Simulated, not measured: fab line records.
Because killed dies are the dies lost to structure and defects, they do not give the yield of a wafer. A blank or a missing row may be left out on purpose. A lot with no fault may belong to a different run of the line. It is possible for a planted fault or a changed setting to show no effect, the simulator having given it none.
Which tool did it? | flow nand_harc | Sampling: 7 lots, 21 wafers, 2 of 1159 route steps

== WHAT THE GAUGES SHOWED, per wafer ==
NHARC_A_ONON_D1_THK_MEAS_05: measures by ellipsometry.
lot  | measured     | on            | thk_nm (nm)
L110 | day 9 01:37  | film_metro-02 | 987 987 990
L114 | day 10 06:07 | film_metro-01 | 994 994 995
L115 | day 10 21:19 | film_metro-02 | 999 994 998
L119 | day 11 19:34 | film_metro-01 | 999 1000 1000
L121 | day 11 19:33 | film_metro-02 | 631 631 631
L125 | day 12 11:25 | film_metro-02 | 1010 1009 1010
L127 | day 12 22:52 | film_metro-01 | 998 999 997

== EACH LOT AND THE TOOL THAT RAN IT (in order: tool; ch and the chambers of the sampled wafers; start) ==
lot  | NHARC_A_ONON_D1_DEP_03
L110 | pecvd_onon-03 ch 0, day 9 01:10
L114 | pecvd_onon-03 ch 0, day 10 05:43
L115 | pecvd_onon-04 ch 0, day 10 20:49
L119 | pecvd_onon-01 ch 0, day 11 19:02
L121 | pecvd_onon-03 ch 0, day 11 19:02
L125 | pecvd_onon-01 ch 0, day 12 10:53
L127 | pecvd_onon-04 ch 0, day 12 22:25
- NHARC_A_ONON_D1_DEP_03: target thk 1000 nm.

== THE ANSWER, worked out from the rows above alone ==
Rule: the lots themselves supply what counts as usual. The widest of any qualifying gaps counts: lots, ordered by their means at a reading, are off when they make up no more than a third of the lots, leave a main group of 4 or more, and stand apart from it by 3 or more times the standard deviation of that group's means. If all means in a main group match to the digits the tables above print for the reading, that group is not used. Also off: a lot with no number at a reading for which 4 or more lots have one. The other lots that the step has rows for count as sound.
Off: L121, at NHARC_A_ONON_D1_THK_MEAS_05 (thk_nm). The main group: mean 998 nm, standard deviation 6.5.
If a tool, at a process step before that reading, ran all the lots that are off and no sound lot after the first of them, it fits. Those tools and the gauges at NHARC_A_ONON_D1_THK_MEAS_05 are tried in the same way. One candidate fits, namely pecvd_onon-03 at NHARC_A_ONON_D1_DEP_03. Its last sound lot is L114 (day 10 05:43), its first lot that is off L121 (day 11 19:02): a fault that began between those two fits.

== WHAT THE SIMULATOR PUT IN ==
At NHARC_A_ONON_D1_DEP_03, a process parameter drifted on pecvd_onon-03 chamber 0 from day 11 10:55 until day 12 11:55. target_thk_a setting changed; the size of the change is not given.
Struck lots among those shown: L121. The rule above found the same.
